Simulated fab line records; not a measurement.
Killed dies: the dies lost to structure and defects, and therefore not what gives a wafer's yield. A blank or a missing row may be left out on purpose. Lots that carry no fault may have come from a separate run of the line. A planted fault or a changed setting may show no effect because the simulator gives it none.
Chamber matching -- flow n5_finfet -- cmp-03 running N5_BEOL_M5_CMP_52: 4 sister chambers
The step polishes, stops on SiCOH lowk, t overpolish 6.9 s, target thk 62 nm. 4 wafers are shown with their chamber, then 10 later ones without.

## EACH WAFER AND ITS CHAMBER
wafer,chamber,motor_current_A (A)
L080.3,3,7.2
L086.5,0,7.4
L087.1,2,7.3
L087.3,1,6.4

## WAFERS WITH NO CHAMBER GIVEN
wafer,motor_current_A (A)
L087.5,7.9
L097.2,6.2
L097.3,7.4
L097.5,7.2
L094.1,7.6
L094.2,6.4
L094.4,7.4
L095.2,7.9
L095.3,7.2
L095.6,7.1

## EACH ONE'S CHAMBER
wafer,from the rows above,in truth
L087.5,can't be placed: 0 or 2 or 3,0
L097.2,1,1
L097.3,can't be placed: 0 or 2 or 3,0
L097.5,can't be placed: 3 or 2 or 0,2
L094.1,can't be placed: 0 or 2 or 3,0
L094.2,1,1
L094.4,can't be placed: 0 or 2 or 3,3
L095.2,can't be placed: 0 or 2 or 3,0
L095.3,can't be placed: 3 or 2 or 0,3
L095.6,can't be placed: 3 or 2 or 0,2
2 of 10 placed correctly. Unplaceable from these rows: 8, with the true chamber sitting among the candidates in 8. Placed wrongly: 0.
How it was worked out, from the rows above alone: a wafer's distance from a chamber is the root of the sum, over the readings, of the square of ((its reading less the chamber's mean) divided by the reading's scatter). The wafer belongs to the nearest chamber; if the next one is less than 2 further off, it can't be placed. A chamber's mean is the mean of its shown wafers. The scatter: root of mean squared gap, hidden wafer to nearest shown wafer, with one shown wafer a chamber.
